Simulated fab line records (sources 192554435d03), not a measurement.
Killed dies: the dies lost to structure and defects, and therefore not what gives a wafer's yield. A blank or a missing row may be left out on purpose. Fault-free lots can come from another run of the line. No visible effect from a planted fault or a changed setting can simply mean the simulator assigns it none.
Code-filled problem report in 8D (eight disciplines) form :: flow n5Finfet :: the parts of the form that need people (team, actions taken, sign-off) are left out

1. PROBLEM STATEMENT
N5_MOL_CONTACT_COAG_ETCH_91, rfFwdPowerW: mean 632.0 W over 1 wafer from 1 lot; wafers with no fault: 835.1 W, standard deviation 3. That puts it -68 standard deviations away from the usual mean.
The step: etches SOC in N2/H2, target depth 60 nm, overetch 21 nm, time 101.2 s.
Earliest sighting: wafer L651.3 on rieDiel-01 at day 9 12:58. The record has a number at this step for 15 wafers belonging to 5 lots. The rule behind "out" and "out of limits": a value lying over 4 standard deviations away from the usual mean. The rest of the wafers with a number are treated as sound.

2. WHAT IT IS, WHAT IT ISN'T
question: which readings at this step
is: rfFwdPowerW, rfVppV
is not: chamberPressureMTorr, drypumpMotorCurrentA, n2FlowSccm, oesProductAu, showerheadPlenumPTorr, throttleValvePct

question: which lots
is: L651
is not: L635, L642, L655, L657

question: which wafers of those lots
is: L651.3
is not: L651.1, L651.4

question: read on which tools
is: rieDiel-01
is not: rieDiel-03, rieDiel-05

question: when
is: from day 9 12:58
is not: up to then (8 sound wafers); but 6 sound wafers of L655, L657 came after

3. SUSPECTS, AND WHAT RULES EACH OUT
Counting: any tool at a process step up to the reading remains a suspect provided it ran every lot that is out. Sound lots after the first of them don't rule it out here, since some wafers of a struck lot are sound.
- rieDiel-03 at N5_MOL_CONTACT_COAG_DESCUM_88 (chemistry O2, time 7 s): kept. It ran the lot that is out, L651 (day 9 12:38); its last sound lot up to then is L635 (day 5 08:46).
- rieDiel-03 at N5_MOL_CONTACT_COAG_ETCH_89 (etches underlayer in N2/H2, target depth 13 nm, time 10.4 s): kept. It ran the lot that is out, L651 (day 9 12:40); its last sound lot up to then is L635 (day 5 08:48).
- rieDiel-03 at N5_MOL_CONTACT_COAG_ETCH_90 (etches SiARC in CF4, target depth 13 nm, time 21.7 s): kept. It ran the lot that is out, L651 (day 9 12:41); its last sound lot up to then is L635 (day 5 08:49).
- aldSin-04 at N5_MOL_CONTACT_COAG_ALD_131 (deposits SiO2, target thk 5 nm, pulse time 1 s, co reactant pulse time 1 s): kept. It ran the lot that is out, L651 (day 9 12:46); its last sound lot up to then is L635 (day 5 08:54).
- rieDiel-01 at N5_MOL_CONTACT_COAG_ETCHBACK_132 (etches SiO2 in CHF3, target depth 10 nm, time 6.7 s): kept. It ran the lot that is out, L651 (day 9 12:56); its last sound lot up to then is L642 (day 7 09:35).
- rieDiel-01 at N5_MOL_CONTACT_COAG_ETCH_91 (etches SOC in N2/H2, target depth 60 nm, overetch 21 nm, time 101.2 s): kept. It ran the lot that is out, L651 (day 9 12:58); its last sound lot up to then is L642 (day 7 09:37). On those wafers its own readings are out: rfFwdPowerW, rfVppV.
- At N5_MOL_CONTACT_COAG_DESCUM_88, inside rieDiel-03: chamber 1 took the wafers that are out, while their sound lot-mates went through chambers 0, 3.
- At N5_MOL_CONTACT_COAG_ETCH_89, inside rieDiel-03: chamber 1 took the wafers that are out, while their sound lot-mates went through chambers 0, 3.
- At N5_MOL_CONTACT_COAG_ETCH_90, inside rieDiel-03: chamber 1 took the wafers that are out, while their sound lot-mates went through chambers 0, 3.
- At N5_MOL_CONTACT_COAG_ALD_131, inside aldSin-04: chamber 3 took the wafers that are out, while their sound lot-mates went through chambers 0, 1.
- At N5_MOL_CONTACT_COAG_ETCHBACK_132, inside rieDiel-01: chamber 2 took the wafers that are out, while their sound lot-mates went through chambers 0, 3.
- At N5_MOL_CONTACT_COAG_ETCH_91, inside rieDiel-01: chamber 2 took the wafers that are out, while their sound lot-mates went through chambers 0, 3.
Left after counting: rieDiel-03 at N5_MOL_CONTACT_COAG_DESCUM_88, rieDiel-03 at N5_MOL_CONTACT_COAG_ETCH_89, rieDiel-03 at N5_MOL_CONTACT_COAG_ETCH_90, aldSin-04 at N5_MOL_CONTACT_COAG_ALD_131, rieDiel-01 at N5_MOL_CONTACT_COAG_ETCHBACK_132, rieDiel-01 at N5_MOL_CONTACT_COAG_ETCH_91.

4. THE CAUSE (what the simulator had put in)
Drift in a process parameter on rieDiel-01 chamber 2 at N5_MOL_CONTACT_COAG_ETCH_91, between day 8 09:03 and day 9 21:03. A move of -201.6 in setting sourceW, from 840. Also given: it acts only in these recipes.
Counting left 6 suspects, and this tool is among them.

5. SEQUENCE OF EFFECTS, ordered by route
Each row: a reading whose mean over the struck wafers that have a number lies more than 3 standard deviations from the usual. Readings are gone through only where the record gives a usual standard deviation; hours: the median, over the lots, of the time from a lot's start at the first step in this table giving one to that lot's start at this step; sigmas: the change measured in usual standard deviations.
hours: 0
step: N5_MOL_CONTACT_COAG_ETCH_91
reading: rfFwdPowerW
usual: 835.1 W
on struck wafers: 632.0
change: -203.1
sigmas: -68

hours: 0
step: N5_MOL_CONTACT_COAG_ETCH_91
reading: rfVppV
usual: 524.5 V
on struck wafers: 579.0
change: +54.5
sigmas: +21
It contains these process steps:
- N5_MOL_CONTACT_COAG_ETCH_91: etches SOC in N2/H2, target depth 60 nm, overetch 21 nm, time 101.2 s.
Later steps that measure or inspect, where all struck wafers having a row at the step show a number for every such reading and not one has moved that far: N5_BEOL_M4_RC_MEAS_101.

6. WHAT WOULD HAVE CAUGHT IT SOONER
In this record no reading fell out of limits until day 9 12:58, 28 hours after the fault had begun at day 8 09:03.
